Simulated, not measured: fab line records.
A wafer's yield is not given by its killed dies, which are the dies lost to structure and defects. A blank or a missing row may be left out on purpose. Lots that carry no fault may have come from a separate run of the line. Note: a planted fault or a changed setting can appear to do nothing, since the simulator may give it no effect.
Matching of chambers | flow n5_finfet | N5_FIN_SAQP_SPACER1_ALD_24 on ald_sin-04: 4 sister chambers
The step deposits SiO2, target thk 20.3 nm, pulse time 1 s, purge time 2 s. 20 wafers are shown with their chamber, then 10 later ones without.

== WAFERS PAIRED WITH THEIR CHAMBERS ==
wafer  | chamber | heater_power_w (W) | precursor_pulse_height_rel
L078.3 | 2       | 560                | 1.009
L078.5 | 2       | 570                | 0.990
L078.6 | 3       | 467                | 0.995
L079.2 | 1       | 469                | 1.006
L079.4 | 2       | 576                | 1.002
L079.5 | 2       | 569                | 1.009
L080.3 | 0       | 558                | 1.047
L080.5 | 1       | 477                | 0.972
L080.6 | 0       | 552                | 0.991
L084.2 | 1       | 464                | 1.020
L084.3 | 0       | 561                | 1.006
L084.6 | 3       | 477                | 1.002
L085.1 | 1       | 477                | 1.017
L085.5 | 1       | 469                | 0.996
L085.6 | 0       | 556                | 0.979
L087.1 | 2       | 567                | 1.034
L087.3 | 1       | 472                | 0.983
L087.5 | 3       | 474                | 0.981
L090.3 | 0       | 555                | 0.980
L090.5 | 2       | 570                | 1.022

SIGNATURES, as means of the wafers listed above
reading                    | chamber 0 | chamber 1 | chamber 2 | chamber 3 | scatter within a chamber
heater_power_w             | 556.40    | 471.33    | 568.67    | 472.67    | 4.76
precursor_pulse_height_rel | 1.00060   | 0.99900   | 1.01100   | 0.99267   | 0.02
Rule: for a wafer and a chamber, the distance is found by dividing, reading by reading, the gap between the wafer's reading and the chamber's mean by the reading's scatter, squaring, summing and taking the root. If the next closest chamber is less than 2 further off than the closest, the wafer can't be placed; otherwise it belongs to the closest. The scatter: take each reading less its chamber's mean, square it, sum over the shown wafers, divide by the number of wafers less the number of chambers, and take the root.

== WAFERS MISSING THEIR CHAMBER ==
wafer  | heater_power_w (W) | precursor_pulse_height_rel
L090.6 | 470                | 1.003
L091.2 | 548                | 0.991
L091.4 | 466                | 0.994
L091.5 | 570                | 0.970
L094.2 | 560                | 1.003
L094.3 | 473                | 1.013
L094.5 | 582                | 1.014
L097.1 | 546                | 0.988
L097.2 | 477                | 0.980
L097.3 | 475                | 0.992

== WHICH CHAMBER EACH ONE RAN IN ==
wafer  | from the rows above     | in truth
L090.6 | can't be placed: 1 or 3 | 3
L091.2 | 0                       | 0
L091.4 | can't be placed: 1 or 3 | 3
L091.5 | can't be placed: 2 or 0 | 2
L094.2 | can't be placed: 0 or 2 | 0
L094.3 | can't be placed: 1 or 3 | 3
L094.5 | 2                       | 2
L097.1 | 0                       | 0
L097.2 | can't be placed: 3 or 1 | 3
L097.3 | can't be placed: 3 or 1 | 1
Correct placement for 3 of the 10. Can't be placed from these rows: 7 (the true chamber is among the candidates in 7). Placed wrongly: 0.
